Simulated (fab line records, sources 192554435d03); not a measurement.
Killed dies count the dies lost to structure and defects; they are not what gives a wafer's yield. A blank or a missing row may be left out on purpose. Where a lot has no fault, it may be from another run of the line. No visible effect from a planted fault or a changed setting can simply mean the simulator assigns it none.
Split-lot trial | flow n5_finfet | 7 lots, 39 wafers read, on a route of 1938 steps

ABOUT THE SPLIT
At N5_BEOL_M11_ILD_DEP_00 (deposits SiCOH lowk from DEMS/porogen, target thk 308.51 nm, time 58 s), the setting target_thk_a was moved away from the recipe's 3085.1 angstrom on 12 of the 39 wafers read, by -58.0% to +39.3%. The other wafers ran this setting at the recipe's value.

SPLIT TO READING: what lies between them in the file, 1 step
- N5_BEOL_M11_CURE_71: cures SiCOH lowk, time 240 s

THE READING
At N5_BEOL_M11_THK_MEAS_01: M11_ILD_THK, given in nm. A value of 267 nm with a standard deviation of 3.4 nm is what fault-free wafers of this fab line usually give.

wafer  | tool, chamber at the split | target_thk_a as run, angstrom | against the recipe | M11_ILD_THK, nm | against lot-mates on the recipe
L077.1 | pecvd-04, 2                | 3085.1                        | recipe             | 261             | -
L077.2 | pecvd-04, 1                | 3085.1                        | recipe             | 262             | -
L077.3 | pecvd-04, 0                | 3085.1                        | recipe             | 265             | -
L077.4 | pecvd-04, 2                | 3085.1                        | recipe             | 265             | -
L077.5 | pecvd-04, 0                | 3085.1                        | recipe             | 268             | -
L077.6 | pecvd-04, 1                | 3085.1                        | recipe             | 266             | -
L078.1 | pecvd-04, 0                | 3085.1                        | recipe             | 266             | -
L078.2 | pecvd-04, 1                | 3085.1                        | recipe             | 265             | -
L078.3 | pecvd-04, 2                | 1430                          | -53.6%             | 120             | -146
L078.4 | pecvd-04, 1,0              | 1430                          | -53.6%             | 121             | -145
L078.5 | pecvd-04, 2                | 3085.1                        | recipe             | 268             | -
L078.6 | pecvd-04, 1,0              | 1430                          | -53.6%             | 121             | -145
L079.1 | pecvd-04, 2                | 3085.1                        | recipe             | 263             | -
L079.2 | pecvd-04, 0                | 3085.1                        | recipe             | 267             | -
L079.3 | pecvd-04, 1                | 3085.1                        | recipe             | 266             | -
L079.4 | pecvd-04, 2                | 1297                          | -58.0%             | 109             | -156
L079.5 | pecvd-04, 0                | 1297                          | -58.0%             | 112             | -153
L079.6 | pecvd-04, 1                | 1297                          | -58.0%             | 112             | -153
L088.1 | pecvd-04, 2                | 3085.1                        | recipe             | 263             | -
L088.2 | pecvd-04, 0,1              | 3085.1                        | recipe             | 266             | -
L088.3 | pecvd-04, 1                | 3085.1                        | recipe             | 265             | -
L088.4 | pecvd-04, 2                | 3085.1                        | recipe             | 265             | -
L088.5 | pecvd-04, 0                | 3085.1                        | recipe             | 270             | -
L088.6 | pecvd-04, 0,1              | 3085.1                        | recipe             | 266             | -
L087.4 | pecvd-03, 2                | 3085.1                        | recipe             | 267             | -
L087.5 | pecvd-03, 0                | 3085.1                        | recipe             | 268             | -
L087.6 | pecvd-03, 1                | 3085.1                        | recipe             | 265             | -
L091.1 | pecvd-04, 2                | 1466                          | -52.5%             | 121             | -144
L091.2 | pecvd-04, 0                | 3085.1                        | recipe             | 263             | -
L091.3 | pecvd-04, 1                | 1466                          | -52.5%             | 123             | -142
L091.4 | pecvd-04, 1                | 3085.1                        | recipe             | 267             | -
L091.5 | pecvd-04, 0                | 1466                          | -52.5%             | 126             | -139
L091.6 | pecvd-04, 2                | 3085.1                        | recipe             | 265             | -
L095.1 | pecvd-02, 1                | 3085.1                        | recipe             | 272             | -
L095.2 | pecvd-02, 0                | 4298                          | +39.3%             | 375             | +103
L095.3 | pecvd-02, 2                | 3085.1                        | recipe             | 268             | -
L095.4 | pecvd-02, 0                | 4298                          | +39.3%             | 378             | +106
L095.5 | pecvd-02, 1                | 3085.1                        | recipe             | 275             | -
L095.6 | pecvd-02, 2                | 4298                          | +39.3%             | 381             | +109
When a row names more than one chamber, that row covers several wafers, and the file does not tell which wafer ran in which chamber.

FIT RESULTS
A straight line over all 39 wafers: M11_ILD_THK changes by +2.73 nm for each +1% of target_thk_a; r = +1.00; the points scatter about the line by 3 nm.
The same after taking each lot's own level away (the mean of its wafers on the recipe; 39 wafers): +2.69 nm for each +1%; r = +1.00; scatter 2.1 nm.
Per that fit: largest target_thk_a move, reading shift of 1.6e+02 nm.
Across the lots, their own levels run from 264.5 to 271.7 nm, a range of 2.1 times the standard deviation given above.
Consequently the slope shifts little with the lot-to-lot level, the two slopes agreeing.
Check: for one of the wafers moved furthest among these (-58.0%), held out of the fit, the line's prediction against its lot-mates is -156 nm. It came out at -156 nm against them.

THE WHOLE CHAIN: every reading that the file lists as answering this split, in the file's order
step                    | what it does                                                           | reading                                                                                   | change (the file's fit)              | r (the file's)
N5_BEOL_M11_ILD_DEP_00  | deposits SiCOH lowk from DEMS/porogen, target thk 308.51 nm, time 58 s | SiCOH_lowk_of_BEOL_M11_ILD_DEP_00.thk_nm (the simulator's own value, which no gauge read) | +3.07 nm for each +1% of the setting | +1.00
N5_BEOL_M11_CURE_71     | cures SiCOH lowk, time 240 s                                           | SiCOH_lowk_of_BEOL_M11_ILD_DEP_00.thk_nm (the simulator's own value, which no gauge read) | +2.69 nm for each +1% of the setting | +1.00
N5_BEOL_M11_THK_MEAS_01 |                                                                        | M11_ILD_THK                                                                               | +2.69 for each +1% of the setting    | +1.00

FILE'S OWN FIT
M11_ILD_THK changes by +2.69 nm for each +1% of target_thk_a, r = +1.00.
